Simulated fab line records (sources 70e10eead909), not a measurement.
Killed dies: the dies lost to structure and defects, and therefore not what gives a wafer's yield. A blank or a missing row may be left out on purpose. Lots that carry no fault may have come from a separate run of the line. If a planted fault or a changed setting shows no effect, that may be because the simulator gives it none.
Chamber matching -- flow nandHarc -- NHARC_A_BLC_ALD_23 on aldMetal-02: 4 sister chambers
The step deposits TiN, target thk 3 nm, pulse time 1 s, ald cycles 150. 14 wafers are shown with their chamber, then 7 later ones without.

== WAFERS WITH THEIR CHAMBER ==
wafer,chamber,heaterPowerW (W),heaterPowerOuterW (W),precursorPulseHeightRel
L076.3,1,1033,684,0.997
L076.5,3,896,574,1.031
L076.6,0,1118,733,1.008
L077.1,0,1129,758,0.994
L077.2,2,1043,715,1.019
L077.3,1,1028,659,1.002
L078.1,0,1107,752,1.005
L078.4,2,1027,698,1.009
L078.5,3,895,581,1.034
L079.4,0,1096,744,0.981
L079.5,3,879,579,0.984
L079.6,1,1013,673,1.014
L085.2,1,1016,647,0.981
L085.3,0,1157,739,0.986

SIGNATURES (means of the wafers above)
reading,chamber 0,chamber 1,chamber 2,chamber 3,scatter within a chamber
heaterPowerW,1121.40,1022.50,1035.00,890.00,16.6
heaterPowerOuterW,745.20,665.75,706.50,578.00,11.6
precursorPulseHeightRel,0.99480,0.99850,1.01400,1.01633,0.0165
Rule: a wafer's distance from a chamber is the root of the sum, over the readings, of the square of ((its reading less the chamber's mean) divided by the reading's scatter). The wafer belongs to the nearest chamber; if the next one is less than 2 further off, it can't be placed. The scatter: take each reading less its chamber's mean, square it, sum over the shown wafers, divide by the number of wafers less the number of chambers, and take the root.

== WAFERS WITHOUT THEIR CHAMBER ==
wafer,heaterPowerW (W),heaterPowerOuterW (W),precursorPulseHeightRel
L085.4,1018,695,1.029
L093.1,1128,722,0.981
L093.3,919,593,1.016
L093.5,1021,667,1.044
L096.3,1007,677,0.988
L096.4,920,612,0.981
L096.5,1037,702,0.989

== THE CHAMBER EACH PASSED THROUGH ==
wafer,from the rows above,in truth
L085.4,can't be placed: 2 or 1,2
L093.1,0,0
L093.3,3,3
L093.5,can't be placed: 1 or 2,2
L096.3,can't be placed: 1 or 2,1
L096.4,3,3
L096.5,can't be placed: 2 or 1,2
Placed correctly: 3 of 7. Unplaceable from these rows: 4, with the true chamber sitting among the candidates in 4. Number placed wrongly: 0.
